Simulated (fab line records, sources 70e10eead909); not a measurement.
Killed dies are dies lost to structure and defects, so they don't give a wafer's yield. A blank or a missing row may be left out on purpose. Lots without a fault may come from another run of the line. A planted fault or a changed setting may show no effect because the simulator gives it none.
Chamber matching | flow nand_harc | NHARC_A_CHANNEL_FILL_D2_STRIP_28 on rie_diel-05: 4 sister chambers
The step strips in O2, time 20 s. 7 wafers are shown with their chamber, then 7 later ones without.

WAFERS WITH THEIR CHAMBER
wafer  | chamber | showerhead_plenum_p_Torr (Torr) | drypump_motor_current_A (A)
L078.6 | 2       | 3.29                            | 5.7
L086.2 | 1       | 3.65                            | 5.4
L092.2 | 3       | 3.34                            | 5.6
L092.3 | 0       | 3.52                            | 5.5
L092.4 | 1       | 3.64                            | 5.4
L095.1 | 3       | 3.34                            | 5.7
L095.3 | 0       | 3.51                            | 5.5

WAFERS WITHOUT THEIR CHAMBER
wafer  | showerhead_plenum_p_Torr (Torr) | drypump_motor_current_A (A)
L095.6 | 3.51                            | 5.5
L096.1 | 3.34                            | 5.7
L096.2 | 3.51                            | 5.5
L096.3 | 3.27                            | 5.7
L097.1 | 3.64                            | 5.4
L097.2 | 3.51                            | 5.5
L097.3 | 3.33                            | 5.7

WHICH CHAMBER EACH WENT THROUGH
wafer  | from the rows above | in truth
L095.6 | 0                   | 0
L096.1 | 3                   | 3
L096.2 | 0                   | 0
L096.3 | 2                   | 2
L097.1 | 1                   | 1
L097.2 | 0                   | 0
L097.3 | 3                   | 3
Placed correctly: 7 of 7. Can't be placed from these rows: 0. Placed wrongly: 0.
How it was worked out, from the rows above alone: a wafer's distance from a chamber is the root of the sum, over the readings, of the square of ((its reading less the chamber's mean) divided by the reading's scatter). The wafer belongs to the nearest chamber; if the next one is less than 2 further off, it can't be placed. A chamber's mean is the mean of its shown wafers. The scatter: the root of (the sum of the squares of (reading less its chamber's mean) over the shown wafers, divided by (wafers less chambers)).
